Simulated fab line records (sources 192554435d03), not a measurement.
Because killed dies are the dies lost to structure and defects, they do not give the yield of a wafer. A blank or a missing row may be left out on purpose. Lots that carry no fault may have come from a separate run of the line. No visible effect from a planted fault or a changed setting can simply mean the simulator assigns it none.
What tool caused it? | flow n5_finfet | 14 lots (42 wafers sampled), 1 step of a 1938-step route

## WHAT THE GAUGES READ, wafer by wafer
N5_BEOL_M14_OVL_MEAS_11.
lot  | measured     | on         | V13_OVL (nm)
L515 | day 11 10:44 | overlay-01 | -5 -8 2
L517 | day 11 11:29 | overlay-01 | -10 -2 -5
L520 | day 12 10:01 | overlay-01 | 8 11 9
L522 | day 12 20:53 | overlay-02 | -9 -10 -11
L524 | day 12 23:16 | overlay-01 | -9 -5 -3
L526 | day 13 11:15 | overlay-01 | 0 -1 3
L527 | day 13 22:06 | overlay-02 | -14 4 1
L531 | day 14 14:41 | overlay-01 | 13 4 5
L533 | day 15 13:37 | overlay-01 | 3 -2 4
L536 | day 16 01:31 | overlay-02 | 5 4 -4
L534 | day 16 02:46 | overlay-02 | 3 5 0
L535 | day 16 05:29 | overlay-02 | -1 -1 -5
L537 | day 16 13:28 | overlay-02 | -1 -4 -2
L538 | day 16 17:47 | overlay-02 | -1 -3 8

## WHAT TOOL EACH LOT RAN ON (gives the tool, then ch and the chambers of the sampled wafers, and finally the start)
The record holds no process step before these readings.

## AS READ BY THE TOOLS THEMSELVES (means over the sampled wafers that have a number; for cases with no such wafer, the mark the record gives instead)
The record holds no such reading with a usual standard deviation.

## THE ANSWER, worked out from the rows above alone
Rule: the usual values come from the lots themselves. Put in order of their means at a reading, lots are off if they are a third of the lots or fewer, leave a main group of 4 or more, and stand apart from it by a gap of 3 or more times the standard deviation of the main group's means; of several such gaps the widest counts. Not used: any main group whose means are identical at the precision the tables above print for the reading. A lot without any number at a reading at which 4 lots or more have one is off too. Any other lot the step has rows for is counted as sound. Order of review: gauges by route order, followed by the tools' own readings, for which a lot's mean as printed above is used. At the first step where some lot is off, the reading lying furthest off is the one used; lots without a number count as furthest.
Across all readings shown, no lot is off: no conclusion can be drawn from this.

## WHAT THE SIMULATOR PUT IN
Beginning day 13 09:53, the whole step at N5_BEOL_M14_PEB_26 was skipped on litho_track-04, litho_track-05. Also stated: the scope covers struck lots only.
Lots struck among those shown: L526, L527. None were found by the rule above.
